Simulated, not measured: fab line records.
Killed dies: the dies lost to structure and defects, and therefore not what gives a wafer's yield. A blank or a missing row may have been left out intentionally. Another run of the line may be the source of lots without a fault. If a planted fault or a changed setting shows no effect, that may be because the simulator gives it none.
Which tool did it? -- flow nand-harc -- Sampling: 13 lots, 39 wafers, 6 of 1302 route steps

== WHAT THE GAUGES SHOWED, per wafer ==
NHARC_A_BONDPAD_THK_MEAS_30: measures by ellipsometry. Usual: thk-nm reads 200.2 nm (standard deviation 1.5).
lot,measured,on,thk-nm (nm),flag
L735,day 23 21:47,film-metro-01,199.1 199.0 198.4,
L734,day 24 00:05,film-metro-02,199.7 197.9 200.2,
L737,day 24 01:29,film-metro-02,201.8 202.5 202.6,
L739,day 24 12:55,film-metro-01,198.8 198.1 200.3,
L738,day 24 14:22,film-metro-01,202.1 201.3 199.3,
L741,day 26 12:13,film-metro-02,201.1 200.7 200.0,
L742,day 26 17:23,film-metro-01,198.9 199.5 200.4,
L744,day 28 00:36,film-metro-01,202.9 202.1 200.8,
L747,day 28 20:52,film-metro-02,202.3 201.3 201.5,
L749,day 29 14:23,film-metro-01,202.2 198.3 199.2,
L748,day 30 10:29,film-metro-02,200.0 198.4 199.0,
L750,day 30 06:56,film-metro-02,202.5 199.6 201.3,
L756,day 32 23:37,film-metro-02,200.0 199.5 198.6,

NHARC_END_SORT_01. Usual: defect-limited-yield is 90.6 % with standard deviation 2.8, killed-at-array is 58 with standard deviation 20, killed-at-other is 0.8 with standard deviation 1, killed-at-periphery is 4.6 with standard deviation 2.8, killed-dies is 63 with standard deviation 19, killed-open is 3.4 with standard deviation 2, and killed-short is 2.4 with standard deviation 1.8.
lot,measured,on,defect-limited-yield (%),killed-at-array,killed-at-other,killed-at-periphery,killed-dies,killed-open,killed-short,flag
L735,day 25 05:03,prober-02,88.3 88.8 88.3,74 68 76,1 0 0,4 8 3,79 76 79,2 5 1,3 2 1,
L734,day 25 06:40,prober-01,91.0 90.1 92.8,54 63 42,1 0 0,6 4 7,61 67 49,4 1 3,0 7 2,
L737,day 25 12:03,prober-01,90.5 92.2 87.6,62 47 81,0 2 1,2 4 2,64 53 84,2 9 4,1 6 4,
L739,day 25 21:42,prober-02,88.6 88.8 88.9,73 67 63,1 1 5,3 8 7,77 76 75,8 4 2,1 1 7,
L738,day 25 21:40,prober-01,93.6 94.4 95.4,28 28 21,4 3 2,11 7 8,43 38 31,2 1 3,4 2 2,
L741,day 27 20:25,prober-02,92.9 91.9 90.3,47 48 64,0 1 1,1 6 1,48 55 66,4 4 2,1 3 2,
L742,day 28 01:55,prober-01,89.7 89.7 90.0,64 48 60,0 2 0,6 20 8,70 70 68,2 8 3,3 1 4,
L744,day 29 14:43,prober-01,93.6 93.1 92.5,39 42 42,0 0 2,4 5 7,43 47 51,6 4 4,1 4 3,
L747,day 30 06:06,prober-02,86.3 87.7 85.7,89 75 97,0 2 0,4 6 0,93 83 97,5 9 3,1 0 1,
L749,day 30 21:44,prober-01,83.5 83.8 85.7,108 105 91,1 2 0,3 3 6,112 110 97,4 3 7,2 1 2,
L748,day 31 23:55,prober-02,89.4 87.1 82.4,68 81 113,1 2 0,3 4 6,72 87 119,1 4 4,2 2 2,
L750,day 31 22:20,prober-01,83.8 85.4 87.6,109 96 82,0 0 1,1 3 1,110 99 84,3 4 0,4 0 0,
L756,day 34 11:13,prober-02,88.9 88.3 88.3,71 71 72,0 2 0,4 6 7,75 79 79,0 4 2,0 6 2,

== EACH LOT AND THE TOOL THAT RAN IT (in order: tool; ch and the chambers of the sampled wafers; start) ==
lot,NHARC_A_M1_ANNEAL_31,NHARC_A_M1_PRE_CLEAN_32,NHARC_A_BONDPAD_DEP_00,NHARC_A_BONDPAD_CMP_29
L735,"rtp-anneal-02 ch 0, day 23 19:38","pecvd-04 ch 1,2, day 23 20:28","pecvd-02 ch 0,1, day 23 21:06","cmp-03 ch 0,1,3, day 23 21:32"
L734,"rtp-anneal-01 ch 0, day 23 21:59","pecvd-02 ch 0,1,2, day 23 22:45","pecvd-01 ch 0,1,2, day 23 23:34","cmp-04 ch 1,2,3, day 23 23:53"
L737,"rtp-anneal-02 ch 0, day 23 23:18","pecvd-04 ch 0,2, day 24 00:13","pecvd-01 ch 0,2, day 24 00:56","cmp-01 ch 1,2,3, day 24 01:19"
L739,"rtp-anneal-02 ch 0, day 24 10:34","pecvd-04 ch 1,2, day 24 11:27","pecvd-02 ch 1,2, day 24 12:15","cmp-03 ch 2,3, day 24 12:40"
L738,"rtp-anneal-01 ch 0, day 24 12:01","pecvd-04 ch 1,2, day 24 12:55","pecvd-01 ch 0,2, day 24 13:48","cmp-01 ch 0,1,3, day 24 14:10"
L741,"rtp-anneal-01 ch 0, day 26 10:08","pecvd-01 ch 0,2, day 26 10:56","pecvd-02 ch 0,1,2, day 26 11:36","cmp-04 ch 1,2, day 26 11:58"
L742,"rtp-anneal-01 ch 0, day 26 15:16","pecvd-04 ch 0,1,2, day 26 16:07","pecvd-03 ch 1,2, day 26 16:44","cmp-04 ch 1,2,3, day 26 17:11"
L744,"rtp-anneal-02 ch 0, day 27 22:26","pecvd-01 ch 0,2, day 27 23:19","pecvd-02 ch 0,2, day 27 23:59","cmp-01 ch 2,3, day 28 00:21"
L747,"rtp-anneal-01 ch 0, day 28 18:44","pecvd-02 ch 0,1,2, day 28 19:36","pecvd-02 ch 0,1,2, day 28 20:42 or earlier","cmp-04 ch 0,1,2, day 28 20:42"
L749,"rtp-anneal-01 ch 0, day 29 12:09","pecvd-04 ch 0,1,2, day 29 12:59","pecvd-03 ch 0,1,2, day 29 13:46","cmp-03 ch 0,1,2, day 29 14:10"
L748,"rtp-anneal-01 ch 0, day 29 20:10","pecvd-02 ch 0,1,2, day 29 21:03","pecvd-01 ch 0,1,2, day 30 09:49","cmp-01 ch 0,2,3, day 30 10:16"
L750,"rtp-anneal-01 ch 0, day 29 21:37","pecvd-02 ch 1,2, day 29 22:29","pecvd-01 ch 0,1,2, day 30 05:59","cmp-01 ch 1,2,3, day 30 06:41"
L756,"rtp-anneal-01 ch 0, day 32 21:25","pecvd-01 ch 1,2, day 32 22:13","pecvd-03 ch 1,2, day 32 22:57","cmp-04 ch 1,2, day 32 23:23"
- NHARC_A_M1_ANNEAL_31: time 90 s.
- NHARC_A_M1_PRE_CLEAN_32: time 12 s.
- NHARC_A_BONDPAD_DEP_00: deposits SiCN, target thk 250 nm.
- NHARC_A_BONDPAD_CMP_29: polishes SiCN, target thk 200 nm.

== AS READ BY THE TOOLS THEMSELVES (means over the sampled wafers that have a number; for cases with no such wafer, the mark the record gives instead) ==
NHARC_A_M1_ANNEAL_31. Usual: anneal-temp-c 225.01 C, standard deviation 0.16; anneal-temp-c-max 226.1, standard deviation 0.37; wafer_temp_C_max 226.6, standard deviation 0.56.
lot,tool,anneal-temp-c (C),anneal-temp-c-max,wafer_temp_C_max,flag
L735,rtp-anneal-02,224.90,225.6,225.8,
L734,rtp-anneal-01,224.98,226.4,226.7,
L737,rtp-anneal-02,224.86,225.5,226.1,
L739,rtp-anneal-02,225.24,226.0,226.0,
L738,rtp-anneal-01,225.04,226.5,227.1,
L741,rtp-anneal-01,225.20,226.6,226.7,
L742,rtp-anneal-01,224.97,226.3,226.8,
L744,rtp-anneal-02,225.26,225.9,226.3,
L747,rtp-anneal-01,225.01,226.4,227.0,
L749,rtp-anneal-01,224.96,226.3,227.0,
L748,rtp-anneal-01,224.93,226.4,227.2,
L750,rtp-anneal-01,225.04,226.5,227.3,
L756,rtp-anneal-01,225.03,226.5,226.9,

NHARC_A_M1_PRE_CLEAN_32. Usual: heater-power-w reads 658 W (standard deviation 79).
lot,tool,heater-power-w (W),flag
L735,pecvd-04,676,
L734,pecvd-02,617,
L737,pecvd-04,671,
L739,pecvd-04,718,
L738,pecvd-04,672,
L741,pecvd-01,675,
L742,pecvd-04,641,
L744,pecvd-01,669,
L747,pecvd-02,594,
L749,pecvd-04,686,
L748,pecvd-02,612,
L750,pecvd-02,625,
L756,pecvd-01,723,

NHARC_A_BONDPAD_DEP_00. Usual: heater-power-w reads 593 W (standard deviation 75).
lot,tool,heater-power-w (W),flag
L735,pecvd-02,545,
L734,pecvd-01,624,
L737,pecvd-01,629,
L739,pecvd-02,573,
L738,pecvd-01,626,
L741,pecvd-02,555,
L742,pecvd-03,580,
L744,pecvd-02,533,
L747,pecvd-02,547,
L749,pecvd-03,544,
L748,pecvd-01,649,
L750,pecvd-01,711,
L756,pecvd-03,487,

NHARC_A_BONDPAD_CMP_29. Usual: motor-current-A reads 11.9 A (standard deviation 0.97).
lot,tool,motor-current-A (A),flag
L735,cmp-03,12.5,
L734,cmp-04,11.5,
L737,cmp-01,11.6,
L739,cmp-03,11.6,
L738,cmp-01,11.9,
L741,cmp-04,11.6,
L742,cmp-04,11.9,
L744,cmp-01,12.2,
L747,cmp-04,11.6,
L749,cmp-03,12.1,
L748,cmp-01,12.1,
L750,cmp-01,11.9,
L756,cmp-04,11.5,

== THE ANSWER, worked out from the rows above alone ==
Rule: take the mean of a lot's wafers that have a number; if it is more than 3 standard deviations from the usual mean, the lot is off. Also off: a lot with no number at a reading for which 4 or more lots have one. The other lots that the step has rows for count as sound. After the gauges, taken in route order, come the tools' own readings; for these a lot's mean is taken, as printed above. The first step at which some lot is off is used, and at that step the reading that is off furthest; a lot without a number counts as furthest.
Nothing can be told from this: no lot is off at any reading shown.

== WHAT THE SIMULATOR PUT IN ==
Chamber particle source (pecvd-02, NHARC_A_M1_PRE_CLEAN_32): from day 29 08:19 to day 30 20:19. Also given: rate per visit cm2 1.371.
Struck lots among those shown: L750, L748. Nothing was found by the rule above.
